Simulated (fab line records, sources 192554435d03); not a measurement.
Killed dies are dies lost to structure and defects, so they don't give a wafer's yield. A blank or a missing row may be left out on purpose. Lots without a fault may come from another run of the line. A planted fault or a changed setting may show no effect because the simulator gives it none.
fab line records | flow n5_finfet | part 2 of 2: steps 5 to 6 of 6
record lots=22 wafers=66 last_day=17
route steps=1938 shown BEOL_M2@912 BEOL_M3@949
lots that met no fault: from a run of the same line without faults
start_h: hours from the record's first day to the start of the lot's first wafer shown | wait_h: hours since the lot's step before | " the same as in the row above | L1.1+2: a row that stands for several wafers | - no value, or no start given | * or withheld: withheld | < > ~ a bound
route shown NAME@n: a module of which the file shows steps, and the number in the route of the first | usual: mean/standard deviation of fault-free wafers | same: alike in all rows | chamber/n: place in a boat | sites: the reading at each site | _std_site: their standard deviation | _edge_site: outer sites' mean less inner sites' | radius_mm: how far each site lies from the wafer's centre | mask NAME#n: copy n | behind: the tool/chamber that last shaped the wafer | hold: why the lot was held/for how many hours/how that ended | device: the transistor (n, p or np) that didn't switch | end of line: the same wafers' tests at the end of the route | a step without rows: its recipe alone | killed: dies lost to structure and defects at the first sort, not the wafer's yield | map: a wafer's dies, x killed, . not, _ none there
set.NAME: the setting as run; set.NAME@STEP: as run at that earlier step | model.NAME: the simulator's own value behind a step, which no gauge read
steps of the route over a sample of lots; a table a step, a row a wafer
services: from which hour (start_h, from the record's first day; less than 0 if before it) a tool's chamber was out of use, for how many hours, and why
## steps
# step N5_BEOL_M3_STRIP_66
# recipe chemistry=CF4 resist=SiARC power_w=300 bias_power_w=75 pressure_mtorr=50 cf4_flow_sccm=150 rf_frequency_hz=6e+07
# usual bias_power_w=75.02/0.22 drypump_motor_current_A=5.7/0.54 oes_product_au=0.78/0.059 rf_fwd_power_W=292.5/0.88 rf_vpp_V=270.9/1.2 showerhead_plenum_p_Torr=1.78/0.043 throttle_valve_pct=13.49/0.26
# columns lot.wafer tool chamber start_h wait_h bias_power_w drypump_motor_current_A oes_product_au rf_fwd_power_W rf_hours_counter_h rf_vpp_V showerhead_plenum_p_Torr throttle_valve_pct
L074.2 rie_diel-03 2 144.72 0.0 75.12 5.7 0.70 293.1 222 273.3 1.85 13.76
L074.3 " 0 " " 75.04 5.3 0.84 292.7 68 267.8 1.74 13.37
L074.4 " 3 " " 74.75 6.7 0.81 293.7 77 272.8 1.83 13.44
L075.1 rie_diel-02 0 148.38 0.0 74.84 5.4 0.88 293.6 38 271.4 1.73 12.93
L075.5 " 0 " " 74.98 5.4 0.88 292.9 - 269.6 1.74 12.93
L075.6 " 3 " " 74.89 5.4 0.75 291.6 - 271.7 1.77 13.68
L076.3 rie_diel-02 0 149.30 0.0 75.03 5.3 0.88 292.3 38 269.6 1.73 12.93
L076.4 " 3 " " 74.92 5.4 0.75 292.2 153 271.4 1.77 13.67
L076.6 " 2 " " 75.15 6.4 0.72 293.2 - 271.6 1.79 13.76
L077.3 rie_diel-02 0 165.59 0.0 75.58 5.4 0.87 291.8 43 270.7 1.73 12.94
L077.4 " 3 " " 74.87 5.4 0.74 292.8 157 272.2 1.77 13.70
L077.6 " 2 " " 75.33 6.4 0.72 293.0 - 269.4 1.79 13.76
L079.2 rie_diel-03 1 175.36 0.0 74.93 4.8 0.90 293.3 14 272.9 1.84 13.33
L079.4 " 2 " " 74.96 5.7 0.69 293.7 230 274.0 1.85 13.79
L079.6 " 0 " " 74.83 5.3 0.83 292.5 - 271.5 1.74 13.40
L078.1 rie_diel-02 0 175.63 0.0 75.07 5.4 0.86 291.5 46 272.0 1.73 12.95
L078.5 " 0 " " 74.98 5.4 0.87 292.5 - 270.3 1.73 12.94
L078.6 " 3 " " 74.76 5.4 0.74 292.2 - 271.6 1.77 13.68
L080.4 rie_diel-02 3 192.26 0.0 74.74 5.4 0.74 293.7 165 271.0 1.77 13.71
L080.5 " 3 " " 74.64 5.4 0.74 293.6 - 270.9 1.77 13.69
L080.6 " 2 " " 75.20 6.4 0.71 291.4 - 270.7 1.79 13.77
L081.1 rie_diel-05 0 192.50 0.0 75.37 5.8 0.71 293.4 225 270.5 1.78 13.72
L081.2 " 3 " " 74.88 6.4 0.80 290.9 88 269.5 1.76 13.73
L081.5 " 2 " " 74.72 5.8 0.80 293.7 - 271.2 1.82 13.43
L083.1 rie_diel-03 0 196.10 0.0 74.65 5.3 0.82 292.8 84 270.4 1.74 13.41
L083.3 " 1 " " 74.84 4.8 0.88 292.1 22 273.5 1.83 13.37
L083.5 " 3 " " 75.04 6.6 0.79 294.6 - 271.4 1.83 13.45
L084.3 rie_diel-02 0 201.33 0.0 74.98 5.4 0.86 293.4 54 268.6 1.73 12.96
L084.4 " 2 " " 74.94 6.4 0.71 293.2 170 271.9 1.79 13.79
L084.5 " 0 " " 75.27 5.3 0.86 291.9 - 269.1 1.73 12.96
L085.1 rie_diel-05 2 205.80 0.0 75.34 5.8 0.80 293.2 107 269.4 1.82 13.43
L085.4 " 1 " " 75.30 5.7 0.73 292.4 169 271.8 1.86 13.49
L085.5 " 2 " " 75.10 5.8 0.79 292.6 - 270.7 1.82 13.44
L088.2 rie_diel-03 2 220.73 0.0 75.06 5.7 0.69 292.6 237 272.2 1.85 13.78
L088.4 " 0 " " 75.11 5.3 0.81 291.1 90 268.9 1.74 13.43
L088.6 " 0 " " 75.00 5.3 0.81 290.4 - 270.2 1.74 13.43
L086.2 rie_diel-03 0 225.15 0.0 75.01 5.3 0.81 294.3 92 269.5 1.74 13.46
L086.5 " 3 " " 74.82 6.6 0.78 291.2 - 272.7 1.83 13.49
L086.6 " 0 " " 75.37 5.3 0.81 293.1 - 270.4 1.74 13.45
L087.1 rie_diel-02 1 231.03 0.0 75.07 5.7 0.77 291.9 106 270.9 1.73 13.41
L087.4 " 3 " " 74.85 5.4 0.73 293.3 177 272.6 1.76 13.73
L087.5 " 0 " " 75.11 5.4 0.84 292.9 - 270.3 1.73 12.97
L089.2 rie_diel-02 2 239.69 0.0 74.86 6.4 0.70 292.7 181 270.6 1.78 13.82
L089.4 " 3 " " 74.67 5.4 0.73 291.3 180 270.4 1.76 13.73
L089.6 " 3 " " 74.89 5.4 0.73 292.7 - 270.6 1.76 13.74
L090.3 rie_diel-03 2 242.50 0.0 75.32 5.7 0.69 292.9 243 270.8 1.85 13.82
L090.5 " 1 " " 74.98 4.8 0.85 292.4 - 273.3 1.83 13.40
L090.6 " 2 " " 75.15 5.7 0.68 294.5 - 272.4 1.85 13.81
L092.3 rie_diel-02 0 246.66 0.0 75.16 5.4 0.83 292.7 67 270.2 1.73 12.98
L092.4 " 3 " " 74.94 5.4 0.73 292.1 182 270.0 1.76 13.74
L092.5 " 1 " " 74.96 5.7 0.78 293.5 - 270.1 1.72 13.39
L091.1 rie_diel-05 3 246.94 0.0 75.16 6.4 0.78 290.5 103 268.3 1.75 13.76
L091.2 " 1 " " 74.94 5.7 0.71 292.8 183 272.2 1.85 13.54
L091.6 " 3 " " 75.09 6.4 0.79 290.4 - 268.6 1.75 13.76
L095.1 rie_diel-05 3 260.17 0.0 75.01 6.4 0.78 292.7 107 270.8 1.75 13.77
L095.4 " 1 " " 75.29 5.7 0.72 292.7 188 274.1 1.85 13.54
L095.5 " 3 " " 74.86 6.4 0.78 292.1 - 269.2 1.75 13.77
L094.1 rie_diel-03 3 264.09 0.0 74.78 6.6 0.77 291.3 114 269.1 1.82 13.51
L094.2 " 0 " " 74.79 5.3 0.79 291.9 104 269.2 1.73 13.47
L094.4 " 0 " " 74.93 5.3 0.80 292.3 - 271.1 1.73 13.46
L096.1 rie_diel-03 1 281.95 0.0 74.98 4.8 0.84 291.5 48 272.2 1.83 13.44
L096.2 " 3 " " 74.95 6.7 0.78 292.2 120 271.9 1.82 13.51
L096.3 " 0 " " 74.76 5.3 0.79 291.8 110 270.0 1.73 13.46
L097.1 rie_diel-02 3 291.28 0.0 74.86 5.4 0.72 292.6 194 271.7 1.76 13.78
L097.2 " 2 " " 74.89 6.4 0.69 293.4 194 270.4 1.78 13.84
L097.6 " 0 " " 75.46 5.4 0.83 291.7 - 269.9 1.72 13.02
# step N5_BEOL_M3_HM_OPEN_17
# recipe chemistry=Cl2/BCl3 target_depth_a=200 overetch_a=60 target=TiN mask_material=SOC ion_energy_ev=150 pressure_mtorr=10 icp_w=1000 bias_w=126 Cl2_flow_sccm=53.25 bcl3_flow_sccm=21.75 Ar_flow_sccm=25
# usual bias_w=126.0/0.35 drypump_motor_current_A=5.6/0.36 mfc_ar_sccm=25.00/0.073 oes_product_au=0.72/0.066 rf_fwd_power_W=993.7/2.8 throttle_valve_pct=22.24/0.18
# columns lot.wafer tool chamber start_h wait_h bias_w drypump_motor_current_A mfc_ar_sccm oes_product_au rf_fwd_power_W rf_hours_counter_h throttle_valve_pct
L074.2 rie_metal-01 0 144.76 0.0 126.0 6.3 24.97 0.77 999.3 8 22.03
L074.3 " 0 " " 126.1 6.3 25.05 0.78 995.0 - 22.01
L074.4 " 1 " " 125.9 5.5 24.95 0.80 994.6 - 22.38
L075.1 rie_metal-03 0 148.42 0.0 125.5 5.2 25.10 0.50 993.4 132 22.50
L075.5 " 0 " " 126.1 5.2 25.01 0.50 997.5 - 22.54
L075.6 " 1 " " 126.2 5.5 25.10 0.77 997.7 - 22.51
L076.3 rie_metal-02 1 149.37 0.1 126.5 5.6 25.02 0.66 993.3 - 22.09
L076.4 " 0 " " 126.1 5.4 24.90 0.75 993.5 - 22.23
L076.6 " 0 " " 125.9 5.4 24.86 0.76 999.4 - 22.20
L077.3 rie_metal-01 0 165.66 0.1 126.5 6.2 24.92 0.74 989.6 - 22.07
L077.4 " 1 " " 125.5 5.6 25.02 0.77 995.8 - 22.44
L077.6 " 1 " " 126.0 5.6 25.01 0.76 994.4 - 22.42
L079.2 rie_metal-03 1 175.40 0.0 126.4 5.6 25.01 0.76 996.0 11 22.51
L079.4 " 0 " " 125.4 5.2 24.94 0.50 997.8 - 22.52
L079.6 " 1 " " 125.9 5.5 25.04 0.77 998.2 - 22.49
L078.1 rie_metal-02 1 175.67 0.0 126.2 5.6 25.03 0.65 994.0 40 22.15
L078.5 " 1 " " 126.1 5.6 24.86 0.66 992.7 - 22.10
L078.6 " 0 " " 125.8 5.4 25.09 0.74 985.7 - 22.23
L080.4 rie_metal-01 1 192.33 0.1 125.5 5.5 25.05 0.76 996.8 - 22.43
L080.5 " 1 " " 125.9 5.6 25.08 0.76 991.3 - 22.42
L080.6 " 0 " " 126.1 6.2 25.06 0.74 993.0 - 22.07
L081.1 rie_metal-01 0 192.54 0.0 126.1 6.2 24.93 0.74 990.5 13 22.05
L081.2 " 1 " " 126.0 5.5 25.01 0.76 990.3 9 22.40
L081.5 " 1 " " 126.3 5.5 25.04 0.75 992.4 - 22.41
L083.1 rie_metal-02 0 196.14 0.0 126.0 5.4 25.04 0.73 990.4 10 22.21
L083.3 " 1 " " 125.5 5.6 25.02 0.66 998.2 - 22.11
L083.5 " 1 " " 126.2 5.6 24.98 0.66 994.9 - 22.10
L084.3 rie_metal-03 1 201.41 0.1 126.0 5.5 25.12 0.74 993.9 - 22.51
L084.4 " 0 " " 125.9 5.2 25.04 0.82 998.9 - 22.14
L084.5 " 1 " " 126.1 5.5 25.03 0.75 997.8 - 22.52
L085.1 rie_metal-03 1 205.84 0.0 125.4 5.5 24.98 0.74 993.7 15 22.53
L085.4 " 0 " " 126.3 5.2 24.92 0.81 997.4 - 22.12
L085.5 " 0 " " 125.7 5.2 24.89 0.80 995.9 - 22.14
L088.2 rie_metal-02 1 220.80 0.1 125.7 5.6 25.00 0.65 992.5 - 22.13
L088.4 " 1 " " 126.2 5.6 24.86 0.65 991.1 - 22.13
L088.6 " 1 " " 126.0 5.6 25.13 0.65 990.0 - 22.14
L086.2 rie_metal-02 1 225.22 0.1 126.0 5.6 25.02 0.64 989.9 - 22.11
L086.5 " 1 " " 126.1 5.6 25.09 0.64 992.4 - 22.12
L086.6 " 1 " " 126.1 5.6 24.99 0.65 989.5 - 22.11
L087.1 rie_metal-02 0 231.07 0.0 126.1 5.4 25.02 0.74 992.0 12 22.22
L087.4 " 0 " " 126.6 5.4 24.99 0.73 992.9 - 22.24
L087.5 " 0 " " 126.5 5.4 25.01 0.73 990.7 - 22.22
L089.2 rie_metal-03 1 239.73 0.0 126.0 5.5 25.03 0.73 992.8 18 22.54
L089.4 " 1 " " 126.3 5.5 24.98 0.74 994.2 - 22.52
L089.6 " 0 " " 125.8 5.2 25.07 0.78 994.3 - 22.15
L090.3 rie_metal-01 0 242.58 0.1 126.1 6.3 24.98 0.72 996.2 - 22.07
L090.5 " 0 " " 126.7 6.2 25.00 0.72 991.3 - 22.06
L090.6 " 1 " " 125.5 5.6 25.06 0.72 997.7 - 22.43
L092.3 rie_metal-01 1 246.74 0.1 126.2 5.5 25.09 0.73 988.6 - 22.41
L092.4 " 0 " " 125.2 6.2 24.94 0.73 994.7 - 22.07
L092.5 " 0 " " 125.8 6.2 24.92 0.72 996.9 - 22.07
L091.1 rie_metal-03 1 246.98 0.0 126.3 5.5 24.97 0.73 997.9 18 22.54
L091.2 " 0 " " 126.1 5.2 25.04 0.77 994.4 4 22.15
L091.6 " 1 " " 126.1 5.5 24.96 0.73 995.5 - 22.53
L095.1 rie_metal-01 0 260.21 0.0 125.6 6.3 24.99 0.72 993.5 19 22.07
L095.4 " 0 " " 125.9 6.2 24.95 0.72 992.2 - 22.06
L095.5 " 0 " " 125.6 6.2 24.90 0.73 992.0 - 22.03
L094.1 rie_metal-03 1 264.13 0.0 126.2 5.5 25.04 0.73 993.6 20 22.51
L094.2 " 0 " " 125.4 5.2 25.07 0.78 991.7 6 22.14
L094.4 " 1 " " 125.7 5.5 24.94 0.74 992.9 - 22.52
L096.1 rie_metal-02 1 281.99 0.0 126.1 5.6 24.96 0.64 991.4 51 22.14
L096.2 " 1 " " 126.0 5.6 24.99 0.64 992.8 - 22.14
L096.3 " 1 " " 126.1 5.6 25.03 0.64 994.3 - 22.14
L097.1 rie_metal-01 0 291.33 0.0 125.4 6.3 24.80 0.71 992.3 23 22.05
L097.2 " 1 " " 126.4 5.6 25.09 0.73 998.6 16 22.43
L097.6 " 0 " " 125.5 6.3 25.04 0.71 996.1 - 22.04
## services
# columns tool chamber start_h hours kind
rie_diel-02 3 119.31 7.9 repair
rie_diel-05 - 122.19 0.2 repair
rie_metal-01 - 128.24 0.1 repair
rie_diel-05 3 129.67 16.7 repair
rie_metal-03 - 138.89 0.6 repair
pvd_sputter-01 - 150.27 1.8 repair
rie_metal-02 - 153.54 15.6 pm
rie_diel-05 - 159.80 1.1 repair
rie_metal-02 1 182.90 7.5 repair
rie_diel-03 2 189.48 14.7 repair
rie_metal-02 0 216.12 14.3 repair
rie_metal-02 1 247.14 1.0 repair
rie_diel-02 - 249.58 2.8 pm
rie_metal-01 1 257.34 21.6 repair
rie_diel-03 2 261.75 - clean
rie_diel-03 2 261.75 - consumable_replace:focus_ring
rie_diel-03 2 261.75 24.2 scheduled_down
rie_diel-03 2 261.75 24.2 vent_cycle
rie_metal-03 1 268.52 2.2 repair
rie_metal-01 0 268.57 3.3 repair
rie_diel-05 0 269.66 - clean
rie_diel-05 0 269.66 - consumable_replace:focus_ring
rie_diel-05 0 269.66 24.8 scheduled_down
rie_metal-02 0 277.96 4.4 repair
